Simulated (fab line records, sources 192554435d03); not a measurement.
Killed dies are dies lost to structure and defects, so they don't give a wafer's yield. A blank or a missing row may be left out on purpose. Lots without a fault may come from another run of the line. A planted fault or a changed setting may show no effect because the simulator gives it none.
fab line records | flow n5_finfet
record lots=11 wafers=32 last_day=16
route steps=1938 shown PASS1_DEP@1831 MIM_TOP@1836 MIM_TOP_LITHO@1849 MIM_TOP_ETCH@1851 PASSIVATION@1936
lots that met no fault: from a run of the same line without faults
start_h: hours from the record's first day to the start of the lot's first wafer shown | wait_h: hours since the lot's step before | " the same as in the row above | L1.1+2: a row that stands for several wafers | - no value, or no start given | * or withheld: withheld | < > ~ a bound
route shown NAME@n: a module of which the file shows steps, and the number in the route of the first | usual: mean/standard deviation of fault-free wafers | same: alike in all rows | chamber/n: place in a boat | sites: the reading at each site | _std_site: their standard deviation | _edge_site: outer sites' mean less inner sites' | radius_mm: how far each site lies from the wafer's centre | mask NAME#n: copy n | behind: the tool/chamber that last shaped the wafer | hold: why the lot was held/for how many hours/how that ended | device: the transistor (n, p or np) that didn't switch | end of line: the same wafers' tests at the end of the route | a step without rows: its recipe alone | killed: dies lost to structure and defects at the first sort, not the wafer's yield | map: a wafer's dies, x killed, . not, _ none there
set.NAME: the setting as run; set.NAME@STEP: as run at that earlier step | model.NAME: the simulator's own value behind a step, which no gauge read
steps of the route over a sample of lots; a table a step, a row a wafer
services: from which hour (start_h, from the record's first day; less than 0 if before it) a tool's chamber was out of use, for how many hours, and why
## steps
# step N5_PASSIVATION_PECVD_00
# recipe material=SiO2 target_thk_a=2000 temp_c=400 precursor=SiH4/N2O pressure_torr=2.7 rf_w=608 time_s=11.2
# usual chamber_pressure_Torr=2.701/0.0062 heater_power_w=660/110 rf_fwd_power_W=601.6/1.9 showerhead_plenum_p_Torr=8.23/0.097 showerhead_vpp_V=1534/63 susceptor_temp_C=400.00/0.23 throttle_valve_pct=51.3/2
# columns lot.wafer tool chamber start_h wait_h chamber_pressure_Torr heater_power_w rf_fwd_power_W showerhead_plenum_p_Torr showerhead_vpp_V susceptor_temp_C throttle_valve_pct
L221.2 pecvd-01 2 262.14 0.7 2.704 816 601.2 8.31 1416 400.04 47.6
L221.3 " 0 " " 2.702 590 604.4 8.14 1579 399.73 52.4
L221.4 " 2 " " 2.706 812 598.9 8.30 1387 399.95 47.6
L222.2 pecvd-02 2 265.03 0.7 2.703 530 603.4 8.20 1542 399.50 50.1
L222.4 " 1 " " 2.703 569 602.8 8.19 1556 400.05 52.8
L222.5 " 0 " " 2.689 678 601.8 8.41 1523 399.77 50.4
L225.1 pecvd-02 2 272.40 0.8 2.701 539 601.2 8.20 1538 399.96 49.9
L225.3 " 0 " " 2.696 738 602.3 8.41 1510 399.86 50.6
L225.6 " 0 " " 2.704 739 602.9 8.43 1510 399.76 50.4
L226.1 pecvd-01 0 281.31 0.8 2.693 642 599.6 8.15 1568 400.16 52.4
L226.3 " 2 " " 2.699 719 600.7 8.33 1432 400.40 47.8
L226.5 " 2 " " 2.699 730 601.6 8.30 1418 400.41 47.7
L227.1 pecvd-01 0 283.08 0.8 2.697 584 602.5 8.16 1604 399.79 52.4
L227.2 " 1 " " 2.696 775 599.6 8.22 1603 399.82 53.3
L227.4 " 2 " " 2.701 785 599.1 8.31 1411 399.95 47.7
L228.1 pecvd-01 0 301.20 0.8 2.684 638 600.9 8.13 1597 399.95 52.4
L228.2 " 1 " " 2.707 658 599.6 8.22 1597 399.83 53.0
L228.3 " 2 " " 2.692 815 604.7 8.31 1425 399.92 47.7
L229.1 pecvd-02 1 308.31 0.8 2.697 593 601.1 8.19 1557 400.25 52.4
L229.2 " 2 " " 2.705 493 602.3 8.19 1549 400.05 50.0
L229.6 " 1 " " 2.697 602 600.6 8.21 1596 400.51 52.5
L230.1 pecvd-02 0 316.91 0.8 2.709 763 602.5 8.37 1503 400.20 50.5
L230.2 " 1 " " 2.703 610 601.0 8.19 1567 399.90 52.6
L230.4 " 0 " " 2.706 774 601.1 8.40 1545 400.24 50.5
L233.2 pecvd-01 0 332.71 0.7 2.707 578 602.8 8.11 1600 400.28 52.6
L233.3 " 2 " " 2.702 880 601.1 8.30 1410 399.84 48.0
L233.4 " 2 " " 2.706 681 600.5 8.33 1396 399.90 48.2
L240.2 pecvd-02 1 375.56 0.7 2.707 574 602.5 8.20 1555 399.88 52.4
L240.4 " 0 " " 2.701 763 600.9 8.39 1508 399.76 50.5
L240.6 " 2 " " 2.702 497 602.7 8.21 1569 400.50 50.3
L239.1 pecvd-01 0 375.85 0.8 2.695 646 601.6 8.15 1581 400.13 53.1
L239.5 " 2 " " 2.704 742 601.4 8.30 1428 400.29 47.9
# step N5_MIM_TOP_ALD_02
# recipe material=Al2O3 target_thk_a=* temp_c=withheld ald_precursor_family=TMA ald_co_reactant=O3 pulse_time_s=withheld purge_time_s=3 co_reactant_purge_time_s=withheld co_reactant_pulse_time_s=3 ald_cycles=withheld
# usual precursor_pulse_height_rel=1.000/0.017
# columns lot.wafer tool chamber start_h wait_h precursor_pulse_height_rel
L221.2 ald_hk-01 2 - - 0.995
L221.3 " 0 " " 0.984
L221.4 " 3 " " 1.030
L222.2 ald_hk-03 0 - - 1.025
L222.4 " 3 " " 1.008
L222.5 " 0 " " 1.014
L225.1 ald_hk-03 3 - - 0.981
L225.3 " 1 " " 1.013
L225.6 " 2 " " 0.997
L226.1 ald_hk-03 3 - - 1.015
L226.3 " 0 " " 1.006
L226.5 " 0 " " 1.030
L227.1 ald_hk-01 3 - - 0.993
L227.2 " 2 " " 1.020
L227.4 " 1 " " 0.978
L228.1 ald_hk-02 1 - - 1.014
L228.2 " 0 " " 1.011
L228.3 " 2 " " 0.994
L229.1 ald_hk-02 1 - - 0.990
L229.2 " 0 " " 1.023
L229.6 " 1 " " 1.011
L230.1 ald_hk-02 3 - - 1.030
L230.2 " 0 " " 0.984
L230.4 " 2 " " 1.009
L233.2 ald_hk-01 2 - - 0.988
L233.3 " 1 " " 0.994
L233.4 " 0 " " 1.001
L240.2 ald_hk-03 3 - - 1.011
L240.4 " 1 " " 0.981
L240.6 " 1 " " 0.983
L239.1 ald_hk-01 1 - - 0.998
L239.5 " 0 " " 1.013
# step N5_MIM_TOP_LITHO_INSPECT_12
# recipe mode=adi inspect_instrument=macro
# usual raw_defect_count=1.9/1.2
# columns lot.wafer tool chamber start_h wait_h raw_defect_count
L221.2 defect_inspect-02 - 264.63 0.0 1
L221.3 " - " " 0
L221.4 " - " " 3
L222.2 defect_inspect-02 - 268.43 0.0 4
L222.4 " - " " 3
L222.5 " - " " 0
L225.1 defect_inspect-01 - 274.25 0.0 3
L225.3 " - " " 3
L225.6 " - " " 3
L226.1 defect_inspect-01 - 284.38 0.0 2
L226.3 " - " " 3
L226.5 " - " " 1
L227.1 defect_inspect-02 - 284.83 0.0 3
L227.2 " - " " 2
L227.4 " - " " 3
L228.1 defect_inspect-02 - 303.61 0.0 3
L228.2 " - " " 3
L228.3 " - " " 3
L229.1 defect_inspect-01 - 311.70 0.0 2
L229.2 " - " " 2
L229.6 " - " " 1
L230.1 defect_inspect-02 - 319.02 0.0 1
L230.2 " - " " 0
L230.4 " - " " 3
L233.2 defect_inspect-01 - 334.15 0.0 2
L233.3 " - " " 1
L233.4 " - " " 3
L240.2 defect_inspect-02 - 378.17 0.0 2
L240.4 " - " " 2
L240.6 " - " " 1
L239.1 defect_inspect-02 - 381.21 0.0 3
L239.5 " - " " 2
# step N5_MIM_TOP_ETCH_ETCH_00
# recipe chemistry=Cl2/BCl3 target=TiN target_depth_a=385 ion_energy_ev=150 pressure_mtorr=10 icp_w=1000 bias_w=126 Cl2_flow_sccm=53.25 bcl3_flow_sccm=21.75 Ar_flow_sccm=25
# usual drypump_motor_current_A=5.6/0.47 he_backside_leak_sccm=3.44/0.3 mfc_ar_sccm=25.01/0.077 oes_product_au=0.83/0.047 rf_fwd_power_W=995/3.1 throttle_valve_pct=22.73/0.19
# columns lot.wafer tool chamber start_h wait_h drypump_motor_current_A he_backside_leak_sccm mfc_ar_sccm oes_product_au rf_fwd_power_W rf_hours_counter_h throttle_valve_pct
L221.2 rie_metal-01 1 264.87 0.1 6.1 3.29 25.06 0.76 1000 45 22.74
L221.3 " 1 " " 6.1 3.52 24.99 0.76 998 - 22.74
L221.4 " 0 " " 5.3 3.50 25.02 0.90 993 - 22.71
L222.2 rie_metal-03 0 268.55 0.1 5.4 5.61 25.11 0.86 990 16 22.43
L222.4 " 0 " " 5.4 3.08 24.96 0.86 989 - 22.43
L222.5 " 1 " " 4.9 3.48 25.05 0.89 1001 - 22.67
L225.1 rie_metal-02 1 274.79 0.1 6.2 3.43 25.05 0.85 996 13 23.08
L225.3 " 1 " " 6.2 3.39 24.97 0.86 997 - 23.07
L225.6 " 0 " " 6.0 3.37 25.02 0.83 1000 - 22.87
L226.1 rie_metal-02 0 284.50 0.1 6.1 3.77 25.04 0.84 995 22 22.88
L226.3 " 0 " " 6.0 3.64 25.06 0.84 999 - 22.87
L226.5 " 1 " " 6.2 3.36 25.07 0.85 1000 - 23.07
L227.1 rie_metal-01 1 284.95 0.1 6.0 3.38 24.98 0.76 996 47 22.75
L227.2 " 0 " " 5.3 3.41 25.01 0.90 994 10 22.71
L227.4 " 1 " " 6.0 3.38 24.99 0.76 996 - 22.73
L228.1 rie_metal-03 0 303.91 0.1 5.4 3.27 25.14 0.85 990 20 22.44
L228.2 " 1 " " 4.9 3.51 25.03 0.88 1001 15 22.70
L228.3 " 1 " " 4.9 3.40 24.98 0.86 998 - 22.69
L229.1 rie_metal-01 0 313.00 0.1 5.3 3.42 24.88 0.89 987 12 22.72
L229.2 " 1 " " 6.1 3.32 24.98 0.76 993 49 22.74
L229.6 " 1 " " 6.1 3.26 25.02 0.76 995 - 22.75
L230.1 rie_metal-03 0 320.84 0.1 5.5 3.18 24.95 0.85 994 21 22.45
L230.2 " 1 " " 4.9 3.53 25.05 0.86 991 16 22.69
L230.4 " 1 " " 4.9 3.51 25.10 0.86 985 - 22.71
L233.2 rie_metal-02 0 335.72 0.1 6.0 3.58 25.04 0.81 994 27 22.90
L233.3 " 0 " " 6.1 3.58 24.98 0.82 996 - 22.89
L233.4 " 1 " " 6.2 3.57 24.93 0.84 996 - 23.08
L240.2 rie_metal-03 0 378.41 0.1 5.4 3.40 24.86 1.02 995 27 22.44
L240.4 " 0 " " 5.4 3.22 24.88 0.82 995 - 22.47
L240.6 " 1 " " 4.9 3.60 24.78 1.05 994 - 22.70
L239.1 rie_metal-03 1 382.76 0.1 4.9 3.60 24.93 0.84 995 22 22.71
L239.5 " 1 " " 4.9 3.60 25.10 1.05 996 - 22.67
# step N5_PASSIVATION_PROBE_49
# usual defect_limited_yield=91.4/1.4 killed_at_M0_to_M3=31/10 killed_at_M4_up=14/5.6 killed_at_contacts=13/6.3 killed_at_front_end=39/10 killed_at_other=4/3.1 killed_dies=101/16 killed_open=65/13 killed_short=34/7.2 sort_bin_4_leakage=0.00/0.007 sort_bin_5_function=5.1/0.88 sort_bin_6_memory=3.2/0.66 sort_bin_8_speed=0.00/0.007 sort_n_pass=1079/16 sort_yield_pct=91.4/1.4
# same gross_dies=1180 killed_at_back_side=0
# columns lot.wafer tool chamber start_h wait_h defect_limited_yield[%] killed_at_M0_to_M3 killed_at_M4_up killed_at_contacts killed_at_front_end killed_at_other killed_dies killed_open killed_short sort_bin_4_leakage[%] sort_bin_5_function[%] sort_bin_6_memory[%] sort_bin_8_speed[%] sort_n_pass sort_yield_pct[%]
L221.2 prober-01 - 274.71 0.1 88.6 45 10 18 58 3 134 97 34 0 6.7 4.2 0 1046 88.6
L221.3 prober-01 - 274.76 0.1 90.1 32 15 11 57 2 117 75 40 0 6.1 3.4 0 1063 90.1
L221.4 prober-01 - 274.81 0.2 91.8 30 12 15 38 2 97 65 32 0 4.4 3.6 0 1083 91.8
L222.2 prober-01 - 279.08 0.1 90.2 25 12 23 40 16 116 78 38 0 5.8 3.8 0 1064 90.2
L222.4 prober-01 - 279.18 0.2 91.8 27 5 12 41 12 97 70 26 0 5.0 3.0 0 1083 91.8
L222.5 prober-01 - 279.23 0.2 90.8 34 8 12 48 7 109 67 38 0 5.1 3.5 0 1071 90.8
L225.1 prober-02 - 286.84 0.0 90.8 44 16 5 34 10 109 74 35 0 6.5 2.6 0 1071 90.8
L225.3 prober-02 - 286.94 0.1 90.3 43 32 12 22 5 114 80 32 0 5.8 3.6 0 1066 90.3
L225.6 prober-02 - 287.09 0.3 91.8 32 20 12 28 5 97 62 35 0 4.7 3.2 0 1083 91.8
L226.1 prober-02 - 294.41 0.0 90.0 34 17 15 47 5 118 81 34 0 5.7 3.7 0 1062 90.0
L226.3 prober-02 - 294.51 0.1 89.6 39 14 24 36 10 123 78 42 0 5.4 4.6 0 1057 89.6
L226.5 prober-02 - 294.61 0.2 90.8 47 9 20 26 7 109 81 28 0.08 5.3 3.6 0 1070 90.7
L227.1 prober-01 - 294.80 0.0 93.8 23 6 10 32 2 73 44 27 0 3.6 2.5 0 1107 93.8
L227.2 prober-01 - 294.85 0.1 91.5 37 13 14 34 2 100 74 26 0 5.3 3.0 0 1080 91.5
L227.4 prober-01 - 294.95 0.2 93.1 31 9 4 34 3 81 51 29 0 3.6 2.9 0 1099 93.1
L228.1 prober-01 - 316.07 0.0 90.8 45 9 22 29 3 108 71 37 0 5.6 3.1 0 1072 90.8
L228.2 prober-01 - 316.12 0.1 91.6 37 10 14 34 4 99 63 35 0 5.1 3.1 0 1081 91.6
L228.3 prober-01 - 316.17 0.1 93.1 31 3 5 37 5 81 46 35 0 4.2 2.6 0 1099 93.1
L229.1 prober-02 - 325.07 0.0 91.8 43 8 7 38 1 97 57 40 0 5.0 3.0 0 1083 91.8
L229.2 prober-02 - 325.12 0.1 90.7 37 13 8 50 2 110 64 45 0 5.0 3.3 0 1070 90.7
L229.6 prober-02 - 325.32 0.3 91.4 22 11 7 48 13 101 55 44 0 5.3 2.6 0 1079 91.4
L230.1 prober-02 - 332.68 0.1 90.6 58 4 8 38 3 111 66 44 0 5.3 3.7 0 1069 90.6
L230.2 prober-02 - 332.73 0.1 92.7 34 9 5 37 1 86 50 34 0 4.1 2.9 0 1094 92.7
L230.4 prober-02 - 332.83 0.2 93.1 33 10 12 24 2 81 46 34 0 4.2 2.5 0 1099 93.1
L233.2 prober-01 - 346.59 0.1 91.8 33 11 17 32 4 97 57 40 0 5.0 3.0 0 1083 91.8
L233.3 prober-01 - 346.64 0.1 88.9 55 21 18 37 0 131 81 47 0 6.9 3.6 0 1049 88.9
L233.4 prober-01 - 346.69 0.2 91.5 36 14 19 27 4 100 68 29 0 5.9 2.3 0 1080 91.5
L240.2 prober-01 - 388.35 0.1 91.2 26 12 7 57 2 104 71 33 0 5.1 3.5 0 1076 91.2
L240.4 prober-01 - 388.45 0.2 92.2 34 14 12 29 3 92 55 36 0 4.9 2.5 0 1088 92.2
L240.6 prober-01 - 388.55 0.3 93.0 20 22 13 28 0 83 54 29 0 4.7 2.1 0 1097 93.0
L239.1 prober-02 - 391.78 0.0 91.9 37 17 2 36 4 96 66 27 0 5.3 2.5 0 1084 91.9
L239.5 prober-02 - 391.98 0.2 94.5 29 8 8 19 1 65 41 23 0 3.0 2.3 0.08 1114 94.4
# killed by level:class
L221.2 STI_FIN_REVEAL:geometric_particle:open=16 MOL_CONTACT_COAG:geometric_particle:open=15 FIN_SAQP:geometric_particle:open=14 BEOL_M0_SAQP:geometric_particle:open=10 BEOL_M3:geometric_particle:open=10 BEOL_M0_SAQP:geometric_particle:short=9 FIN_SAQP:geometric_particle:short=8 BEOL_M1:geometric_particle:open=4
L221.3 FIN_SAQP:geometric_particle:open=11 STI_FIN_REVEAL:geometric_particle:open=10 MOL_CONTACT_COAG:geometric_particle:open=10 FIN_SAQP:geometric_particle:short=9 BEOL_M0_SAQP:geometric_particle:open=7 ILD0:geometric_particle:short=6 BEOL_M0_SAQP:geometric_particle:short=6 BEOL_M2:geometric_particle:open=6
L221.4 MOL_CONTACT_COAG:geometric_particle:open=10 FIN_SAQP:geometric_particle:open=9 STI_FIN_REVEAL:geometric_particle:open=7 BEOL_M3:geometric_particle:open=6 BEOL_M1:geometric_particle:open=6 FIN_SAQP:geometric_particle:short=5 BEOL_M0_SAQP:geometric_particle:open=5 MOL_CONTACT_COAG:geometric_particle:short=5
L222.2 MOL_CONTACT_COAG:geometric_particle:open=16 STI_FIN_REVEAL:geometric_particle:open=13 FIN_SAQP:geometric_particle:short=8 BEOL_M3:geometric_particle:open=8 FIN_SAQP:geometric_particle:open=7 MOL_CONTACT_COAG:geometric_particle:short=7 BEOL_M5:geometric_particle:open=5 MIM_TOP:geometric_particle:open=5
L222.4 FIN_SAQP:geometric_particle:open=11 MOL_CONTACT_COAG:geometric_particle:open=11 BEOL_M3:geometric_particle:open=11 STI_FIN_REVEAL:geometric_particle:open=5 STARTING-WAFER:geometric_particle:open=5 STARTING-WAFER:geometric_particle:short=5 DUMMY_GATE:geometric_particle:open=4 MIM_TOP:geometric_particle:open=4
L222.5 STI_FIN_REVEAL:geometric_particle:open=11 BEOL_M3:geometric_particle:open=10 FIN_SAQP:geometric_particle:short=9 MOL_CONTACT_COAG:geometric_particle:open=9 BEOL_M0_SAQP:geometric_particle:short=9 BEOL_M5:geometric_particle:open=7 FIN_SAQP:geometric_particle:open=6 BEOL_M0:geometric_particle:open=5
L225.1 BEOL_M3:geometric_particle:open=10 BEOL_M2:geometric_particle:open=9 DUMMY_GATE:geometric_particle:open=9 BEOL_M0_SAQP:geometric_particle:short=8 BEOL_M0_SAQP:geometric_particle:open=8 BEOL_M4:geometric_particle:short=6 BEOL_M1:geometric_particle:open=6 FIN_SAQP:geometric_particle:open=5
L225.3 BEOL_M4:geometric_particle:open=21 BEOL_M2:geometric_particle:open=14 BEOL_M0_SAQP:geometric_particle:short=10 MOL_CONTACT_COAG:geometric_particle:open=9 BEOL_M3:geometric_particle:open=7 STI_FIN_REVEAL:geometric_particle:open=5 STARTING-WAFER:geometric_particle:open=4 FIN_SAQP:geometric_particle:short=3
L225.6 BEOL_M4:geometric_particle:open=14 MOL_CONTACT_COAG:geometric_particle:open=7 BEOL_M0_SAQP:geometric_particle:short=7 STI_FIN_REVEAL:geometric_particle:open=6 BEOL_M0_SAQP:geometric_particle:open=6 MOL_CONTACT_COAG:geometric_particle:short=5 BEOL_M3:geometric_particle:open=5 BEOL_M3:geometric_particle:short=4
L226.1 BEOL_M3:geometric_particle:open=14 MOL_CONTACT_COAG:geometric_particle:open=10 FIN_SAQP:geometric_particle:open=8 BEOL_M5:geometric_particle:open=8 FIN_SAQP:geometric_particle:short=7 STI_FIN_REVEAL:geometric_particle:open=7 BEOL_M0_SAQP:geometric_particle:short=7 DUMMY_GATE:geometric_particle:open=6
L226.3 MOL_CONTACT_COAG:geometric_particle:open=17 BEOL_M0_SAQP:geometric_particle:open=10 GATE_CUT:geometric_particle:short=8 BEOL_M3:geometric_particle:open=8 FIN_SAQP:geometric_particle:open=7 MOL_CONTACT_COAG:geometric_particle:short=7 BEOL_M1:geometric_particle:open=7 BEOL_M0_SAQP:geometric_particle:short=5
L226.5 MOL_CONTACT_COAG:geometric_particle:open=18 BEOL_M3:geometric_particle:open=15 BEOL_M0_SAQP:geometric_particle:open=13 BEOL_M0_SAQP:geometric_particle:short=9 STI_FIN_REVEAL:geometric_particle:open=6 DUMMY_GATE:geometric_particle:open=5 BEOL_M1:geometric_particle:open=4 BEOL_M2:geometric_particle:open=3
L227.1 FIN_SAQP:geometric_particle:open=8 MOL_CONTACT_COAG:geometric_particle:open=7 FIN_SAQP:geometric_particle:short=6 BEOL_M0_SAQP:geometric_particle:open=6 GATE_CUT:geometric_particle:short=4 BEOL_M1:geometric_particle:short=4 MOL_CONTACT_COAG:geometric_particle:short=3 BEOL_M2:geometric_particle:open=3
L227.2 BEOL_M3:geometric_particle:open=16 MOL_CONTACT_COAG:geometric_particle:open=13 FIN_SAQP:geometric_particle:short=7 BEOL_M0_SAQP:geometric_particle:short=6 STI_FIN_REVEAL:geometric_particle:open=5 BEOL_M2:geometric_particle:open=5 DUMMY_GATE:geometric_particle:open=4 BEOL_M0_SAQP:geometric_particle:open=4
L227.4 BEOL_M0_SAQP:geometric_particle:open=13 FIN_SAQP:geometric_particle:short=10 BEOL_M0_SAQP:geometric_particle:short=7 FIN_SAQP:geometric_particle:open=6 BEOL_M1:geometric_particle:open=5 BEOL_M8:geometric_particle:open=4 MOL_CONTACT_COAG:geometric_particle:open=3 BEOL_M7:geometric_particle:open=3
L228.1 MOL_CONTACT_COAG:geometric_particle:open=16 BEOL_M1:geometric_particle:open=10 BEOL_M0_SAQP:geometric_particle:short=8 BEOL_M3:geometric_particle:open=8 STI_FIN_REVEAL:geometric_particle:open=7 BEOL_M0_SAQP:geometric_particle:open=7 MOL_CONTACT_COAG:geometric_particle:short=6 GATE_CUT:geometric_particle:short=5
L228.2 MOL_CONTACT_COAG:geometric_particle:open=14 BEOL_M0_SAQP:geometric_particle:short=10 BEOL_M0_SAQP:geometric_particle:open=7 STI_FIN_REVEAL:geometric_particle:open=6 BEOL_M3:geometric_particle:open=6 BEOL_M4:geometric_particle:open=5 FIN_SAQP:geometric_particle:open=4 FIN_SAQP:geometric_particle:short=4
L228.3 BEOL_M0_SAQP:geometric_particle:open=9 STI_FIN_REVEAL:geometric_particle:short=8 STI_FIN_REVEAL:geometric_particle:open=8 BEOL_M0_SAQP:geometric_particle:short=6 BEOL_M3:geometric_particle:open=6 GATE_CUT:geometric_particle:short=5 BEOL_M1:geometric_particle:open=5 FIN_SAQP:geometric_particle:open=3
L229.1 GATE_CUT:geometric_particle:short=12 BEOL_M2:geometric_particle:open=10 BEOL_M4:geometric_particle:open=6 GATE_CUT:geometric_particle:open=6 BEOL_M3:geometric_particle:open=6 BEOL_M0_SAQP:geometric_particle:short=5 BEOL_M0_SAQP:geometric_particle:open=5 BEOL_M0:geometric_particle:short=4
L229.2 BEOL_M2:geometric_particle:open=13 STI_FIN_REVEAL:geometric_particle:open=10 GATE_CUT:geometric_particle:short=10 BEOL_M0_SAQP:geometric_particle:open=7 FIN_SAQP:geometric_particle:short=5 FIN_SAQP:geometric_particle:open=5 BEOL_M0_SAQP:geometric_particle:short=5 MOL_CONTACT_COAG:geometric_particle:open=5
L229.6 FIN_SAQP:geometric_particle:short=9 BEOL_M0_SAQP:geometric_particle:short=9 MOL_CONTACT_COAG:geometric_particle:open=7 FIN_SAQP:geometric_particle:open=6 GATE_CUT:geometric_particle:short=6 BEOL_M0_SAQP:geometric_particle:open=6 STI_FIN_REVEAL:geometric_particle:open=5 PASS1_DEP:geometric_particle:open=5
L230.1 BEOL_M0_SAQP:geometric_particle:short=26 BEOL_M0_SAQP:geometric_particle:open=22 FIN_SAQP:geometric_particle:short=7 FIN_SAQP:geometric_particle:open=7 MOL_CONTACT_COAG:geometric_particle:open=7 STI_FIN_REVEAL:geometric_particle:open=6 DUMMY_GATE:geometric_particle:open=6 DUMMY_GATE:geometric_particle:short=3
L230.2 BEOL_M0_SAQP:geometric_particle:short=13 BEOL_M0_SAQP:geometric_particle:open=10 FIN_SAQP:geometric_particle:open=8 DUMMY_GATE:geometric_particle:open=8 FIN_SAQP:geometric_particle:short=7 MOL_CONTACT_COAG:geometric_particle:open=5 BEOL_M3:geometric_particle:open=5 BEOL_M1:geometric_particle:open=4
L230.4 BEOL_M0_SAQP:geometric_particle:short=13 MOL_CONTACT_COAG:geometric_particle:open=9 BEOL_M2:geometric_particle:open=7 FIN_SAQP:geometric_particle:short=4 DUMMY_GATE:geometric_particle:open=4 BEOL_M0_SAQP:geometric_particle:open=4 GATE_CUT:geometric_particle:short=3 MOL_CONTACT_COAG:geometric_particle:short=3
L233.2 BEOL_M0_SAQP:geometric_particle:short=13 MOL_CONTACT_COAG:geometric_particle:open=12 BEOL_M4:geometric_particle:open=8 FIN_SAQP:geometric_particle:open=7 BEOL_M0:geometric_particle:open=7 FIN_SAQP:geometric_particle:short=6 STI_FIN_REVEAL:geometric_particle:open=6 MOL_CONTACT_COAG:geometric_particle:short=5
L233.3 BEOL_M0_SAQP:geometric_particle:short=16 MOL_CONTACT_COAG:geometric_particle:open=16 FIN_SAQP:geometric_particle:short=12 BEOL_M0_SAQP:geometric_particle:open=10 BEOL_M3:geometric_particle:open=9 BEOL_M4:geometric_particle:open=9 STI_FIN_REVEAL:geometric_particle:open=7 BEOL_M5:geometric_particle:open=5
L233.4 MOL_CONTACT_COAG:geometric_particle:open=15 FIN_SAQP:geometric_particle:open=8 BEOL_M0_SAQP:geometric_particle:short=8 BEOL_M0_SAQP:geometric_particle:open=7 FIN_SAQP:geometric_particle:short=6 BEOL_M0:geometric_particle:open=6 STI_FIN_REVEAL:geometric_particle:open=4 BEOL_M1:geometric_particle:short=4
L240.2 FIN_SAQP:geometric_particle:open=16 BEOL_M0_SAQP:geometric_particle:open=14 FIN_SAQP:geometric_particle:short=8 STI_FIN_REVEAL:geometric_particle:open=8 GATE_CUT:geometric_particle:short=5 GATE_CUT:geometric_particle:open=5 BEOL_M0_SAQP:geometric_particle:short=5 BEOL_M4:geometric_particle:open=5
L240.4 BEOL_M0_SAQP:geometric_particle:short=9 MOL_CONTACT_COAG:geometric_particle:open=9 BEOL_M3:geometric_particle:open=6 FIN_SAQP:geometric_particle:open=5 GATE_CUT:geometric_particle:short=5 BEOL_M1:geometric_particle:open=5 BEOL_M2:geometric_particle:open=5 FIN_SAQP:geometric_particle:short=4
L240.6 MOL_CONTACT_COAG:geometric_particle:open=9 BEOL_M4:geometric_particle:open=7 FIN_SAQP:geometric_particle:short=6 GATE_CUT:geometric_particle:short=6 BEOL_M5:geometric_particle:open=6 BEOL_M3:geometric_particle:open=5 FIN_SAQP:geometric_particle:open=4 MOL_CONTACT_COAG:geometric_particle:short=4
L239.1 BEOL_M4:geometric_particle:open=11 FIN_SAQP:geometric_particle:open=10 BEOL_M3:geometric_particle:open=9 BEOL_M0_SAQP:geometric_particle:short=7 BEOL_M0_SAQP:geometric_particle:open=7 FIN_SAQP:geometric_particle:short=6 STI_FIN_REVEAL:geometric_particle:open=6 BEOL_M1:geometric_particle:open=5
L239.5 BEOL_M0_SAQP:geometric_particle:short=9 MOL_CONTACT_COAG:geometric_particle:open=8 BEOL_M2:geometric_particle:open=6 BEOL_M0_SAQP:geometric_particle:open=5 FIN_SAQP:geometric_particle:short=4 BEOL_M4:geometric_particle:short=4 BEOL_M3:geometric_particle:open=4 DUMMY_GATE:geometric_particle:short=3
## services
# columns tool chamber start_h hours kind
ald_hk-03 - 249.52 1.7 repair
pecvd-02 1 281.52 5.5 scheduled_down
pecvd-02 - 297.64 0.7 repair
ald_hk-03 - 306.19 0.7 repair
pecvd-01 - 329.36 1.0 repair
ald_hk-02 - 340.49 2.8 pm
rie_metal-02 1 356.58 8.9 repair
rie_metal-01 0 359.15 20.8 repair
rie_metal-03 1 363.93 2.0 repair
rie_metal-02 - 364.80 8.8 repair
## key
first_sign step=N5_MIM_TOP_ETCH_ETCH_00 reading=oes_product_au direction=up sigmas=4.6 usual=0.83 struck=1.04
effect none on later readings
met_at N5_MIM_TOP_ETCH_ETCH_00
struck_lots L239,L240
struck_wafers L239.5,L240.2,L240.6
not_acting_at N5_PASSIVATION_PECVD_00,N5_MIM_TOP_ALD_02,N5_MIM_TOP_LITHO_INSPECT_12
onset_between 320.84 378.41
fault kind=process_parameter_drift tool=rie_metal-03 chamber=- onset_h=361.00 steps=N5_MIM_TOP_ETCH_ETCH_00 channel=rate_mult offset=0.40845 shape=step end_h=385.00 scope=struck_wafers_only
